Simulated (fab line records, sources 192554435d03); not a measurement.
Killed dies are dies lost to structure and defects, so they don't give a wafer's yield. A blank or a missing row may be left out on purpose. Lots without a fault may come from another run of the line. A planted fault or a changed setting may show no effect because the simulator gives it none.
One fault seen from 2 desks | flow n5_finfet | each desk has only its own numbers; what lay behind them comes last

THE TOOL OWNER'S DESK: ald_metal-01
The tool's own readings at N5_BEOL_M6_ALD_77 (deposits TaN, target thk 2 nm, pulse time 2 s, purge time 3 s): means of the sampled wafers that have a number, for each lot that ran on this tool. A lot is out of limits, marked OUT, if its mean lies more than 4 standard deviations from the usual mean; the brackets give that distance.
Columns: A = chamber_pressure_Torr at N5_BEOL_M6_ALD_77, usual 3.000 Torr; B = heater_power_w at N5_BEOL_M6_ALD_77, usual 446 W
lot  | first seen here | A     | B
L599 | day 8 10:34     | 2.999 | 447
L601 | day 9 04:38     | 2.999 | 453
L602 | day 9 13:20     | 3.002 | 445
L603 | day 9 13:49     | 2.998 | 448
L604 | day 9 17:03     | 3.002 | 441
L607 | day 10 19:57    | 2.999 | 420
This desk's finding: nothing out of limits on any of the 6 lots.

THE METROLOGY DESK
What the gauges read, lot by lot, whatever tool the lot ran on: means of the sampled wafers that have a number. A lot is out of limits, marked OUT, if its mean lies more than 4 standard deviations from the usual mean; the brackets give that distance.
Columns: A = M6_THK at N5_BEOL_M6_THK_MEAS_53, usual 81.3 nm; B = M6_RS at N5_BEOL_M6_RS_MEAS_57, usual 0.285 ohm/sq
lot  | first seen here | A    | B
L599 | day 8 12:31     | 79.1 | 0.291
L601 | day 9 06:05     | 81.2 | 0.285
L602 | day 9 15:05     | 82.6 | 0.280
L603 | day 9 15:22     | 85.7 | 0.268
L604 | day 9 18:28     | 78.6 | 0.295
L608 | day 10 21:38    | 78.5 | 0.293
L607 | day 10 22:25    | 81.4 | 0.286
L618 | day 13 18:50    | 80.1 | 0.293
L619 | day 14 07:07    | 80.9 | 0.287
L620 | day 14 19:29    | 78.2 | 0.298
L621 | day 15 03:49    | 80.2 | 0.291
L622 | day 15 12:31    | 78.3 | 0.298
This desk's finding: nothing out of limits on any of the 12 lots.

PUT TOGETHER
The tool owner's desk saw nothing out of limits.
The metrology desk saw nothing out of limits.

WHAT THE SIMULATOR HAD PUT IN
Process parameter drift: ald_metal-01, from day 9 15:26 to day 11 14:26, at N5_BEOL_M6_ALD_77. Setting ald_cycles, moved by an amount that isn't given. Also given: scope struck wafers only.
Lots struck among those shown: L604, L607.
